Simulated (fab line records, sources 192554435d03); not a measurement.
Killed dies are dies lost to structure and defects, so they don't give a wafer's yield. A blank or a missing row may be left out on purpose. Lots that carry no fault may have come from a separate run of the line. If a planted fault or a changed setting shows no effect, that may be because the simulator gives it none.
Which tool was responsible?	flow n5_finfet	12 lots with 36 wafers sampled at 4 steps, on a route of 1938 steps

== WHAT THE GAUGES SHOWED, per wafer ==
N5_PASSIVATION_INSPECT_61: inspects for defects (macro). Usual: raw_defect_count 2.1, standard deviation 1.6.
lot	measured	on	raw_defect_count	flag
L818	day 11 16:37	defect_inspect-02	4 1 4	
L819	day 12 13:56	defect_inspect-01	5 3 4	
L821	day 13 01:47	defect_inspect-01	1 2 1	
L822	day 13 21:27	defect_inspect-02	>300 >300 >300	OFF
L825	day 14 08:01	defect_inspect-01	>300 >300 >300	OFF
L826	day 14 13:56	defect_inspect-01	>300 >300 >300	OFF
L834	day 16 02:57	defect_inspect-02	3 3 1	
L835	day 16 22:42	defect_inspect-01	2 6 2	
L837	day 17 09:57	defect_inspect-02	4 5 3	
L839	day 17 13:17	defect_inspect-01	2 1 1	
L840	day 18 11:47	defect_inspect-01	0 1 1	
L841	day 19 05:50	defect_inspect-02	0 3 0	

== WHAT TOOL EACH LOT RAN ON (gives the tool, then ch and the chambers of the sampled wafers, and finally the start) ==
lot	N5_BEOL_M15_SPUTTER_43	N5_PASSIVATION_PECVD_00	N5_MIM_BOT_ETCH_CLEAN_05
L818	pvd_sputter-02, day 11 08:35	pecvd-04 ch 0,2, day 11 10:50	wet_bench-03 ch 5,6,7, day 11 15:59
L819	pvd_sputter-02, day 11 22:06	pecvd-04 ch 0,1, day 12 00:31	wet_bench-05 ch 3,5,6, day 12 09:23
L821	pvd_sputter-03, day 12 15:18	pecvd-04 ch 1,2, day 12 17:33	wet_bench-04 ch 2,4,5, day 12 22:43
L822	pvd_sputter-02, day 13 01:16	pecvd-01 ch 0,2, day 13 14:14	wet_bench-03 ch 2,6,7, day 13 20:43
L825	pvd_sputter-02, day 14 01:13	pecvd-03 ch 0,1,2, day 14 03:35	wet_bench-03 ch 0,3,6, day 14 07:18
L826	pvd_sputter-01, day 14 05:27	pecvd-01 ch 0,1,2, day 14 07:42	wet_bench-03 ch 2,3,6, day 14 12:19
L834	pvd_sputter-01, day 15 18:40	pecvd-04 ch 1,2, day 15 21:25	wet_bench-05 ch 2,3,6, day 16 01:45
L835	pvd_sputter-02, day 16 09:32	pecvd-01 ch 0,1, day 16 12:08	wet_bench-05 ch 1,6,7, day 16 17:36
L837	pvd_sputter-03, day 17 00:48	pecvd-04 ch 0,1,2, day 17 03:05	wet_bench-04 ch 4,5,6, day 17 07:02
L839	pvd_sputter-02, day 17 00:49	pecvd-01 ch 0,1, day 17 03:22	wet_bench-05 ch 2,6,7, day 17 07:32
L840	pvd_sputter-01, day 18 04:52	pecvd-01 ch 0,2, day 18 07:10	wet_bench-05 ch 2,5,7, day 18 10:34
L841	pvd_sputter-02, day 18 13:20	pecvd-04 ch 0,1, day 18 15:47	wet_bench-04 ch 3,4,5, day 19 01:22
- N5_BEOL_M15_SPUTTER_43: material TaN, target thk 15 nm, time 24.19 s.
- N5_PASSIVATION_PECVD_00: deposits SiO2 from SiH4/N2O, target thk 200 nm, time 11.2 s.
- N5_MIM_BOT_ETCH_CLEAN_05: cleans in IPA, time 180 s.

== WHAT THE TOOLS THEMSELVES READ (means of the sampled wafers that have a number; where no wafer has one, the mark that the record gives instead) ==
N5_BEOL_M15_SPUTTER_43. Usual: throttle_valve_pct 29.5 %, standard deviation 0.95.
lot	tool	throttle_valve_pct (%)	flag
L818	pvd_sputter-02	29.4	
L819	pvd_sputter-02	28.7	
L821	pvd_sputter-03	29.7	
L822	pvd_sputter-02	28.6	
L825	pvd_sputter-02	28.9	
L826	pvd_sputter-01	29.4	
L834	pvd_sputter-01	29.6	
L835	pvd_sputter-02	29.2	
L837	pvd_sputter-03	30.3	
L839	pvd_sputter-02	28.8	
L840	pvd_sputter-01	29.9	
L841	pvd_sputter-02	29.5	

N5_PASSIVATION_PECVD_00. Usual: heater_power_outer_w 373 W, standard deviation 52; heater_power_w 611 W, standard deviation 67; showerhead_plenum_p_Torr 8.08 Torr, standard deviation 0.17; throttle_valve_pct 52 %, standard deviation 4.1.
lot	tool	heater_power_outer_w (W)	heater_power_w (W)	showerhead_plenum_p_Torr (Torr)	throttle_valve_pct (%)	flag
L818	pecvd-04	308	520	8.26	51	
L819	pecvd-04	352	574	8.06	52	
L821	pecvd-04	327	557	8.06	49	
L822	pecvd-01	328	566	7.93	53	
L825	pecvd-03	390	635	8.11	50	
L826	pecvd-01	368	604	7.99	56	
L834	pecvd-04	374	628	8.19	49	
L835	pecvd-01	375	606	8.05	57	
L837	pecvd-04	382	617	8.16	52	
L839	pecvd-01	410	637	8.01	58	
L840	pecvd-01	306	522	7.92	54	
L841	pecvd-04	363	580	8.04	52	

== THE ANSWER, worked out from the rows above alone ==
Rule: a lot is off if the mean of its wafers that have a number lies more than 3 standard deviations from the usual mean. A lot without any number at a reading at which 4 lots or more have one is off too. Any other lot the step has rows for is counted as sound. Order of review: gauges by route order, followed by the tools' own readings, for which a lot's mean as printed above is used. The first step at which some lot is off is used, and at that step the reading that is off furthest; a lot without a number counts as furthest.
Off at N5_PASSIVATION_INSPECT_61 (raw_defect_count): L822, L825, L826. Without a number there: L822, L825, L826.
A tool fits if, at a process step before that reading, it ran every lot that is off, and no sound lot after the first of them. Gauges at N5_PASSIVATION_INSPECT_61: tried the same way as those tools. One fits: N5_MIM_BOT_ETCH_CLEAN_05 on wet_bench-03. A fault onset in the window from L818 (day 11 15:59, its last sound lot) to L822 (day 13 20:43, its first lot off) fits.

== WHAT THE SIMULATOR PUT IN ==
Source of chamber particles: wet_bench-03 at N5_MIM_BOT_ETCH_CLEAN_05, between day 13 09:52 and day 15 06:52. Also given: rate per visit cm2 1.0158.
Struck lots among those shown: L822, L825, L826. The rule above reached the same finding.
